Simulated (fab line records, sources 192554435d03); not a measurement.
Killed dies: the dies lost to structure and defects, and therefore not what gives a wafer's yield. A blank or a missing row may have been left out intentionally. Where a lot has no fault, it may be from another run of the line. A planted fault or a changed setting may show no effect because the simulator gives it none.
fab line records	flow n5_finfet
[record] lots = 6	wafers = 18	last_day = 18
route steps=1938 shown FIN_SAQP@123 PASSIVATION@1936
lots with no fault: from the same line, run without faults
start_h: start of the lot's first displayed wafer, in hours after the record's first day	wait_h: how many hours have passed since the lot's step before this one	" identical to the entry in the row above	L1.1+2: a row that stands for several wafers	- no value, or no start was given	* or withheld: withheld	< > ~ a bound
route shown NAME@n: names a module that has steps shown in the file, with the first one's number in the route	usual: the fault-free wafers' mean and standard deviation	same: alike in all rows	chamber/n: place in a boat	sites: the reading at each site	_std_site: standard deviation across them	_edge_site: outer sites' mean less inner sites'	radius_mm: for every site, how far away it sits from the centre of the wafer	mask NAME#n: copy n	behind: tool/chamber where the wafer was last shaped	hold: the reason the lot was held/the length of the hold in hours/how it ended	device: the transistor (n, p or np) that didn't switch	end of line: tests run on the same wafers once the route is complete	for a step that has no rows: nothing shown but its recipe	killed: at the first sort, the dies lost to defects and structure; wafer yield is something else	map: dies across one wafer; x = killed, . = not, _ = none there
set.NAME: the setting as run; set.NAME@STEP: as run at that earlier step	model.NAME: the simulator's own value behind a step, which no gauge read
lots at selected steps of the route; one table per step, one row per wafer
services: a tool's chamber out of use, with start hour (start_h, from the record's first day; less than 0 if before it), hours out, and reason
[[steps]]
[step N5_FIN_SAQP_SRD_66]
[recipe] dry = ipa_marangoni	time_s = 30	temp_c = 23	rinse_liquid = diw
[step N5_FIN_SAQP_RECESS_75]
[recipe] chemistry = HF/NH3	target = SiO2	target_depth_a = 144	afs_cycles = 3	temp_c = 30	sublimation_temp_c = 180	sublimation_time_s = 60
[step N5_FIN_SAQP_SPACER1_ALD_24]
[recipe] material = SiO2	target_thk_a = 203	temp_c = 300	ald_precursor_family = BDEAS	ald_co_reactant = O2-plasma	pulse_time_s = 1	purge_time_s = 2	co_reactant_purge_time_s = 2	ald_cycles = 218	pressure_torr = 2
[step N5_FIN_SAQP_SPACER1_ETCHBACK_25]
[recipe] chemistry = CHF3/O2	mode = anisotropic_etchback	target = SiO2	target_depth_a = 244	time_s = 12.2	pressure_mtorr = 30	source_w = 650	bias_w = 170	Ar_flow_sccm = 200	CHF3_flow_sccm = 50	O2_flow_sccm = 5	ion_energy_ev = 200
[usual] drypump_motor_current_A = 5.9/0.43	oes_o_777_au = 0.82/0.087	oes_product_au = 0.81/0.08	rf_vpp_V = 526/7.7	showerhead_plenum_p_Torr = 2.46/0.082	throttle_valve_pct = 18.8/0.32
[same] time_s = 12.2
lot.wafer	tool	chamber	start_h	wait_h	drypump_motor_current_A	oes_o_777_au	oes_product_au	rf_hours_counter_h	rf_vpp_V	showerhead_plenum_p_Torr	throttle_valve_pct
L158.1	rie_diel-04	3	23.67	0.4	6.3	0.94	0.91	23	526	2.45	18.4
L158.3	"	1	"	"	5.8	0.71	0.72	177	520	2.50	18.7
L158.6	"	1	"	"	5.8	0.71	0.71	-	521	2.50	18.7
L163.4	rie_diel-05	0	53.92	0.4	6.3	0.72	0.69	245	512	2.26	18.8
L163.5	"	2	"	"	5.4	0.89	0.90	-	532	2.35	18.5
L163.6	"	1	"	"	5.8	0.80	0.79	-	528	2.54	19.4
L164.1	rie_diel-05	3	60.81	0.4	5.9	0.75	0.74	176	524	2.49	18.5
L164.2	"	2	"	"	5.4	0.88	0.90	37	532	2.35	18.5
L164.6	"	2	"	"	5.4	0.89	0.91	-	533	2.35	18.5
L166.2	rie_diel-06	3	72.63	0.4	5.0	0.75	0.77	142	529	2.50	18.7
L166.3	"	1	"	"	6.5	0.91	0.94	10	516	2.56	18.7
L166.4	"	0	"	"	6.3	0.75	0.76	162	553	2.51	19.1
L167.1	rie_diel-06	2	77.97	0.4	5.9	0.67	0.69	226	522	2.39	18.9
L167.5	"	2	"	"	5.9	0.67	0.69	-	524	2.39	18.9
L167.6	"	1	"	"	6.5	0.91	0.93	-	515	2.56	18.7
L181.2	rie_diel-04	3	162.09	0.4	6.3	0.87	0.84	71	526	2.43	18.5
L181.4	"	1	"	"	5.8	0.68	0.68	223	519	2.48	18.8
L181.6	"	3	"	"	6.3	0.86	0.84	-	525	2.43	18.5
[step N5_FIN_SAQP_MANDREL1_REMOVE_56]
[recipe] chemistry = HBr/Cl2/O2	bt_time_s = 10	target = a-Si	stop_on = SiNx	endpoint = OES-SiCl	over_etch_frac = 1	icp_w = 600	bias_w = 22	HBr_flow_sccm = 150	Cl2_flow_sccm = 80	O2_flow_sccm = 5	pressure_mtorr = 10
[usual] drypump_motor_current_A = 5.8/0.33	mfc_cl2_sccm = 80.04/0.23	oes_o_777_au = 0.99/0.071	oes_product_au = 0.998/0.014	throttle_valve_pct = 36.8/0.38
lot.wafer	tool	chamber	start_h	wait_h	drypump_motor_current_A	mfc_cl2_sccm	oes_o_777_au	oes_product_au	rf_hours_counter_h	throttle_valve_pct
L158.1	rie_si-02	3	23.75	0.1	6.7	80.11	0.99	0.964	39	36.6
L158.3	"	1	"	"	5.6	79.96	1.12	0.979	38	36.9
L158.6	"	3	"	"	6.8	80.28	0.99	0.968	-	36.6
L163.4	rie_si-01	2	54.01	0.1	5.6	80.10	0.84	0.980	5	36.7
L163.5	"	3	"	"	6.2	79.95	1.00	0.999	-	37.6
L163.6	"	0	"	"	5.6	80.10	1.02	1.010	-	36.7
L164.1	rie_si-02	0	60.90	0.1	6.1	79.84	1.15	1.008	81	36.7
L164.2	"	3	"	"	6.8	80.24	0.99	0.977	40	36.6
L164.6	"	3	"	"	6.8	79.86	1.00	0.976	-	36.6
L166.2	rie_si-01	3	72.72	0.1	6.3	80.39	1.01	1.018	75	37.6
L166.3	"	0	"	"	5.5	80.12	1.02	1.005	86	36.7
L166.4	"	2	"	"	5.6	79.98	0.84	0.976	5	36.7
L167.1	rie_si-04	3	78.06	0.1	5.6	80.12	0.93	1.004	96	36.6
L167.5	"	2	"	"	5.7	80.33	0.97	0.988	-	37.1
L167.6	"	1	"	"	5.8	79.87	0.96	1.005	-	36.6
L181.2	rie_si-01	2	162.18	0.1	5.6	80.15	0.84	0.970	7	36.7
L181.4	"	0	"	"	5.5	79.87	1.02	1.007	88	36.7
L181.6	"	3	"	"	6.2	80.37	1.01	1.014	-	37.6
[step N5_FIN_SAQP_CD_MEAS_27]
[recipe] target_cd_nm = 20	landing_energy_ev = 1000	detector = se_inlens	polarity = line
[usual] cd_nm = 20.36/0.25
lot.wafer	tool	chamber	start_h	wait_h	cd_nm
L158.1	cd_sem-03	0	23.87	0.1	20.68
L158.3	"	0	"	"	20.55
L158.6	"	0	"	"	20.19
L163.4	cd_sem-02	0	54.14	0.1	20.12
L163.5	"	0	"	"	19.96
L163.6	"	0	"	"	20.26
L164.1	cd_sem-03	0	61.01	0.1	20.37
L164.2	"	0	"	"	20.54
L164.6	"	0	"	"	19.89
L166.2	cd_sem-02	0	72.83	0.1	20.52
L166.3	"	0	"	"	20.15
L166.4	"	0	"	"	19.59
L167.1	cd_sem-02	0	78.17	0.1	20.54
L167.5	"	0	"	"	20.29
L167.6	"	0	"	"	20.21
L181.2	cd_sem-01	0	162.29	0.1	20.65
L181.4	"	0	"	"	20.59
L181.6	"	0	"	"	19.97
[step N5_FIN_SAQP_ETCH_57]
[recipe] chemistry = CH3F/O2	target = SiNx	mask_material = SiO2	target_depth_a = 325	time_s = 46.4	pressure_mtorr = 30	source_w = 395	bias_w = 73	Ar_flow_sccm = 150	CH3F_flow_sccm = 30	O2_flow_sccm = 20	ion_energy_ev = 120	ends = cleared
[step N5_FIN_SAQP_ETCH_65]
[recipe] chemistry = CF4	target = SiO2	target_depth_a = 40	ion_energy_ev = 350	time_s = 4.4	pressure_mtorr = 10	icp_w = 800	bias_w = 400	cf4_flow_sccm = 80
[usual] drypump_motor_current_A = 5.9/0.43	oes_product_au = 1.000/0.025	throttle_valve_pct = 21.84/0.15
[same] time_s = 4.4
lot.wafer	tool	chamber	start_h	wait_h	drypump_motor_current_A	oes_product_au	rf_hours_counter_h	throttle_valve_pct
L158.1	rie_si-01	1	24.14	0.1	6.0	1.015	77	21.48
L158.3	"	3	"	"	6.2	1.007	75	22.03
L158.6	"	0	"	"	5.5	1.016	-	21.60
L163.4	rie_si-04	3	54.31	0.1	5.6	0.990	-	21.68
L163.5	"	0	"	"	5.6	0.973	-	21.69
L163.6	"	2	"	"	5.7	0.984	-	22.01
L164.1	rie_si-04	0	61.16	0.1	5.6	0.991	7	21.70
L164.2	"	2	"	"	5.7	0.995	92	22.01
L164.6	"	3	"	"	5.6	0.994	-	21.68
L166.2	rie_si-02	2	72.98	0.1	6.1	1.010	2	21.88
L166.3	"	3	"	"	6.7	0.987	40	21.90
L166.4	"	1	"	"	5.6	0.993	39	21.82
L167.1	rie_si-02	3	78.52	0.1	6.8	0.988	40	21.91
L167.5	"	1	"	"	5.5	1.006	-	21.82
L167.6	"	0	"	"	6.1	1.038	-	22.01
L181.2	rie_si-04	0	162.44	0.1	5.6	0.987	9	21.70
L181.4	"	1	"	"	5.8	1.010	2	21.77
L181.6	"	0	"	"	5.6	0.995	-	21.70
[step N5_FIN_SAQP_MANDREL_ETCH_58]
[recipe] chemistry = HBr/Cl2	target = a-Si	target_depth_a = 450	bt_time_s = 10	stop_on = SiNx	mask_material = SiO2	over_etch_frac = 0.8	time_s = 27	pressure_mtorr = 10	icp_w = 800	bias_w = 75	HBr_flow_sccm = 150	Cl2_flow_sccm = 80	ends = end_point
[step N5_FIN_SAQP_RECESS_63]
[recipe] chemistry = HF/NH3	target = SiO2	target_depth_a = 180	afs_cycles = 3	temp_c = 30	sublimation_temp_c = 180	sublimation_time_s = 60
[usual] drypump_motor_current_A = 6.11/0.24	sublimation_temp_c = 179.99/0.16
[same] sublimation_time_s = 60
lot.wafer	tool	chamber	start_h	wait_h	drypump_motor_current_A	sublimation_temp_c
L158.1	vapor_etch-01	1	24.26	0.1	5.86	179.94
L158.3	"	1	"	"	5.88	180.04
L158.6	"	0	"	"	5.90	180.04
L163.4	vapor_etch-01	1	54.52	0.1	5.90	180.07
L163.5	"	0	"	"	5.91	179.97
L163.6	"	1	"	"	5.89	180.15
L164.1	vapor_etch-02	1	61.28	0.1	6.28	179.83
L164.2	"	1	"	"	6.31	179.96
L164.6	"	1	"	"	6.32	179.99
L166.2	vapor_etch-02	1	73.22	0.2	6.27	180.14
L166.3	"	1	"	"	6.26	180.36
L166.4	"	1	"	"	6.27	179.98
L167.1	vapor_etch-01	0	78.63	0.1	5.91	179.94
L167.5	"	1	"	"	5.90	179.97
L167.6	"	0	"	"	5.89	179.83
L181.2	vapor_etch-01	0	162.56	0.1	5.90	180.17
L181.4	"	1	"	"	5.88	179.86
L181.6	"	1	"	"	5.88	179.91
[step N5_FIN_SAQP_COAT_68]
[recipe] resist = SOC	temp_c = 250	time_s = 60	spin_rpm = 1500	resist_thk_nm = 100
[step N5_FIN_SAQP_ETCH_69]
[recipe] chemistry = N2/H2	target = SOC	target_depth_a = 1500	stop_on = SiNx	ion_energy_ev = 100	bias_w = 61	pressure_mtorr = 30	source_w = 850	n2_flow_sccm = 200	h2_flow_sccm = 200
[step N5_FIN_SAQP_ETCH_67]
[recipe] chemistry = CH3F/O2	target = SiNx	target_depth_a = 300	mask_material = SOC	pressure_mtorr = 30	source_w = 395	bias_w = 73	Ar_flow_sccm = 150	CH3F_flow_sccm = 30	O2_flow_sccm = 20	ion_energy_ev = 120
[usual] drypump_motor_current_A = 5.9/0.47	oes_o_777_au = 0.79/0.09	oes_product_au = 0.79/0.083	rf_vpp_V = 299/6.2	showerhead_plenum_p_Torr = 2.05/0.071	throttle_valve_pct = 16.30/0.27
lot.wafer	tool	chamber	start_h	wait_h	drypump_motor_current_A	oes_o_777_au	oes_product_au	rf_hours_counter_h	rf_vpp_V	showerhead_plenum_p_Torr	throttle_valve_pct	model.etch.depth_nm
L158.1	rie_diel-05	3	24.76	0.0	5.8	0.75	0.75	165	298	2.07	15.99	29.42
L158.3	"	2	"	"	5.5	0.90	0.92	25	303	1.96	15.97	30.41
L158.6	"	3	"	"	5.9	0.75	0.76	-	297	2.07	15.99	29.78
L163.4	rie_diel-06	0	54.91	0.0	6.4	0.74	0.77	156	314	2.10	16.61	30.23
L163.5	"	2	"	"	5.9	0.67	0.70	-	296	1.98	16.42	30.63
L163.6	"	1	"	"	6.5	0.96	0.97	-	292	2.13	16.13	31.7
L164.1	rie_diel-06	1	62.16	0.0	6.5	0.94	0.83	6	293	2.13	16.10	25.55
L164.2	"	0	"	"	6.3	0.73	0.68	158	314	2.09	16.60	24.59
L164.6	"	3	"	"	5.1	0.78	0.69	-	301	2.08	16.16	24.61
L166.2	rie_diel-04	0	74.00	0.0	4.9	1.00	0.93	15	296	1.97	16.47	30.02
L166.3	"	1	"	"	5.8	0.70	0.71	192	294	2.07	16.20	29.65
L166.4	"	3	"	"	6.3	0.89	0.89	42	299	2.03	15.96	30.99
L167.1	rie_diel-06	3	79.15	0.0	5.0	0.76	0.67	145	300	2.08	16.17	24.01
L167.5	"	2	"	"	5.9	0.67	0.60	-	295	1.98	16.41	24.11
L167.6	"	3	"	"	5.0	0.77	0.68	-	301	2.08	16.17	24.2
L181.2	rie_diel-04	1	163.06	0.0	5.8	0.68	0.68	224	295	2.06	16.26	28.8
L181.4	"	2	"	"	6.3	0.82	0.82	82	297	2.12	16.41	30.33
L181.6	"	2	"	"	6.3	0.82	0.82	-	298	2.12	16.39	30.38
[step N5_FIN_SAQP_STRIP_70]
[recipe] chemistry = N2/H2	power_w = 500	temp_c = 40	pressure_mtorr = 50	rf_frequency_hz = 6e+07	overash_fraction = 0.3	bias_power_w = 28	h2_frac = 0.5	n2_flow_sccm = 300	h2_flow_sccm = 300
[usual] drypump_motor_current_A = 5.9/0.47	oes_product_au = 0.80/0.079	rf_vpp_V = 122.3/1.1	showerhead_plenum_p_Torr = 3.44/0.12	throttle_valve_pct = 18.8/0.48
lot.wafer	tool	chamber	start_h	wait_h	drypump_motor_current_A	oes_product_au	rf_hours_counter_h	rf_vpp_V	showerhead_plenum_p_Torr	throttle_valve_pct
L158.1	rie_diel-05	3	24.80	0.0	5.8	0.75	165	124.4	3.46	18.0
L158.3	"	2	"	"	5.4	0.91	25	121.2	3.30	18.4
L158.6	"	3	"	"	5.8	0.75	-	123.0	3.46	18.0
L163.4	rie_diel-06	0	54.95	0.0	6.4	0.77	156	122.6	3.50	19.4
L163.5	"	2	"	"	5.9	0.70	-	119.9	3.28	18.4
L163.6	"	1	"	"	6.5	0.95	-	122.3	3.56	18.4
L164.1	rie_diel-06	1	62.20	0.0	6.5	0.95	6	123.4	3.56	18.3
L164.2	"	0	"	"	6.4	0.76	158	123.2	3.50	19.4
L164.6	"	3	"	"	5.0	0.79	-	122.1	3.52	19.2
L166.2	rie_diel-04	0	74.04	0.0	5.0	0.94	15	122.3	3.25	18.1
L166.3	"	1	"	"	5.8	0.73	192	125.1	3.49	19.1
L166.4	"	3	"	"	6.3	0.88	42	121.7	3.45	19.1
L167.1	rie_diel-06	3	79.19	0.0	5.1	0.78	145	122.2	3.52	19.2
L167.5	"	2	"	"	5.9	0.70	-	122.0	3.28	18.4
L167.6	"	3	"	"	5.1	0.77	-	124.0	3.52	19.3
L181.2	rie_diel-04	1	163.10	0.0	5.8	0.70	224	122.8	3.47	19.1
L181.4	"	2	"	"	6.3	0.84	83	124.1	3.57	19.1
L181.6	"	2	"	"	6.3	0.83	-	122.9	3.57	19.1
[step N5_PASSIVATION_PROBE_49]
[usual] killed_at_M0_to_M3 = 33/9.9	killed_at_M4_up = 15/5.6	killed_at_contacts = 13/5.7	killed_at_front_end = 38/12	killed_at_other = 4/3.1	killed_dies = 103/17	killed_open = 66/13	killed_short = 32/7.8
[same] gross_dies = 1180	killed_at_back_side = 0
lot.wafer	tool	chamber	start_h	wait_h	killed_at_M0_to_M3	killed_at_M4_up	killed_at_contacts	killed_at_front_end	killed_at_other	killed_dies	killed_open	killed_short
L158.1	prober-02	-	288.23	0.0	37	18	26	36	1	118	75	40
L158.3	prober-02	-	288.33	0.1	24	16	28	35	3	106	75	31
L158.6	prober-02	-	288.48	0.3	22	20	17	54	2	115	68	45
L164.2	prober-02	-	321.22	0.1	36	12	17	57	3	125	77	41
L164.6	prober-02	-	321.42	0.3	26	20	21	34	3	104	73	28
L166.2	prober-01	-	335.23	0.1	26	7	12	36	9	90	49	29
L181.2	prober-02	-	432.57	0.1	29	7	10	63	7	116	64	41
L181.4	prober-02	-	432.67	0.2	26	8	15	59	2	110	86	20
L181.6	prober-02	-	432.77	0.3	20	14	10	39	0	83	59	18
// killed by level:class
L158.1 MOL_CONTACT_COAG:geometric_particle:open=21 BEOL_M1:geometric_particle:open=10 FIN_SAQP:geometric_particle:open=7 FIN_SAQP:geometric_particle:short=7 STI_FIN_REVEAL:geometric_particle:open=5 BEOL_M2:geometric_particle:short=5 BEOL_M0_SAQP:geometric_particle:open=5 BEOL_M2:geometric_particle:open=5
L158.3 MOL_CONTACT_COAG:geometric_particle:open=24 STI_FIN_REVEAL:geometric_particle:open=8 FIN_SAQP:geometric_particle:open=6 FIN_SAQP:geometric_particle:short=6 STI_FIN_REVEAL:geometric_particle:short=5 BEOL_M1:geometric_particle:short=5 BEOL_M1:geometric_particle:open=5 BEOL_M2:geometric_particle:open=5
L158.6 STI_FIN_REVEAL:geometric_particle:open=12 MOL_CONTACT_COAG:geometric_particle:open=12 FIN_SAQP:geometric_particle:short=11 FIN_SAQP:geometric_particle:open=10 BEOL_M0_SAQP:geometric_particle:short=10 BEOL_M4:geometric_particle:open=8 GATE_CUT:geometric_particle:short=6 MOL_CONTACT_COAG:geometric_particle:short=5
L164.2 FIN_SAQP:geometric_particle:open=15 FIN_SAQP:geometric_particle:short=15 BEOL_M0_SAQP:geometric_particle:short=13 MOL_CONTACT_COAG:geometric_particle:open=12 BEOL_M0_SAQP:geometric_particle:open=10 DUMMY_GATE:geometric_particle:open=8 STI_FIN_REVEAL:geometric_particle:open=6 BEOL_M2:geometric_particle:open=5
L164.6 MOL_CONTACT_COAG:geometric_particle:open=18 FIN_SAQP:geometric_particle:open=12 FIN_SAQP:geometric_particle:short=9 BEOL_M0_SAQP:geometric_particle:open=8 BEOL_M5:geometric_particle:open=7 BEOL_M2:geometric_particle:open=5 BEOL_M0_SAQP:geometric_particle:short=4 BEOL_M1:geometric_particle:open=4
L166.2 MOL_CONTACT_COAG:geometric_particle:open=9 HKMG_FIN:area_etch=7 BEOL_M0_SAQP:geometric_particle:short=6 FIN_SAQP:geometric_particle:open=5 STI_FIN_REVEAL:geometric_particle:open=5 BEOL_M1:geometric_particle:open=5 STARTING-WAFER:geometric_particle:short=4 BEOL_M2:geometric_particle:open=4
L181.2 STI_FIN_REVEAL:geometric_particle:open=14 FIN_SAQP:geometric_particle:short=9 BEOL_M0_SAQP:geometric_particle:open=9 HKMG_FIN:area_etch=9 MOL_CONTACT_COAG:geometric_particle:open=7 BEOL_M2:geometric_particle:open=7 STI_FIN_REVEAL:geometric_particle:short=6 BEOL_M0_SAQP:geometric_particle:short=6
L181.4 STI_FIN_REVEAL:geometric_particle:open=21 FIN_SAQP:geometric_particle:open=13 MOL_CONTACT_COAG:geometric_particle:open=12 BEOL_M2:geometric_particle:open=5 BEOL_M3:geometric_particle:open=5 FIN_SAQP:geometric_particle:short=4 BEOL_M0_SAQP:geometric_particle:short=4 BEOL_M0_SAQP:geometric_particle:open=4
L181.6 STI_FIN_REVEAL:geometric_particle:open=13 FIN_SAQP:geometric_particle:open=11 MOL_CONTACT_COAG:geometric_particle:open=8 BEOL_M0_SAQP:geometric_particle:short=5 BEOL_M4:geometric_particle:open=5 BEOL_M2:geometric_particle:open=4 BEOL_M3:geometric_particle:open=4 BEOL_M1:geometric_particle:open=3
[[services]]
tool	chamber	start_h	hours	kind
rie_si-04	-	5.48	2.8	pm
rie_si-02	2	10.18	44.4	repair
rie_diel-04	0	14.81	-	clean
rie_diel-04	0	14.81	-	consumable_replace:focus_ring
rie_si-04	-	22.79	1.1	repair
rie_diel-06	1	26.36	-	clean
rie_diel-06	1	26.36	-	consumable_replace:focus_ring
rie_diel-06	1	26.36	-	consumable_replace:showerhead
rie_diel-06	1	26.36	16.9	scheduled_down
rie_diel-06	1	26.36	16.9	vent_cycle
rie_si-04	3	41.88	2.1	repair
rie_diel-05	-	47.62	0.7	repair
rie_diel-06	2	59.96	2.2	repair
vapor_etch-02	0	60.08	22.2	repair
rie_diel-04	1	65.80	6.9	repair
vapor_etch-01	-	80.07	0.1	repair
rie_si-01	0	83.12	11.9	repair
rie_si-02	3	93.25	2.0	repair
rie_si-04	3	101.02	8.2	repair
rie_diel-05	2	133.03	8.9	repair
rie_diel-04	-	137.93	0.3	repair
rie_diel-06	2	146.63	-	clean
rie_diel-06	2	146.63	18.4	scheduled_down
rie_diel-06	2	146.63	18.4	vent_cycle
[[key]]
first_sign none at tools or gauges
[model_effect] step = N5_FIN_SAQP_ETCH_67	value = etch.depth_nm	without = 30.06	struck = 24.51
met_at N5_FIN_SAQP_ETCH_67
struck_wafers L164.1,L164.2,L164.6,L167.1,L167.5,L167.6
rows_end L167.1,L167.5,L167.6
tester_left_out L164
onset_between 54.91 62.16
[fault] kind = process_parameter_drift	tool = rie_diel-06	chamber = -	onset_h = 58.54	steps = N5_FIN_SAQP_ETCH_67	channel = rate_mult	offset = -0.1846	shape = step
// tester_left_out: of these lots the tester's yield and bins aren't shown, on N5 and GAA mostly nor the transistor test; their killed dies are dies lost to structure and defects alone, not to doping, threshold or leakage, so they don't give the yield
// rows_end: these wafers met a further fault down the route, and their rows from its step on are left out
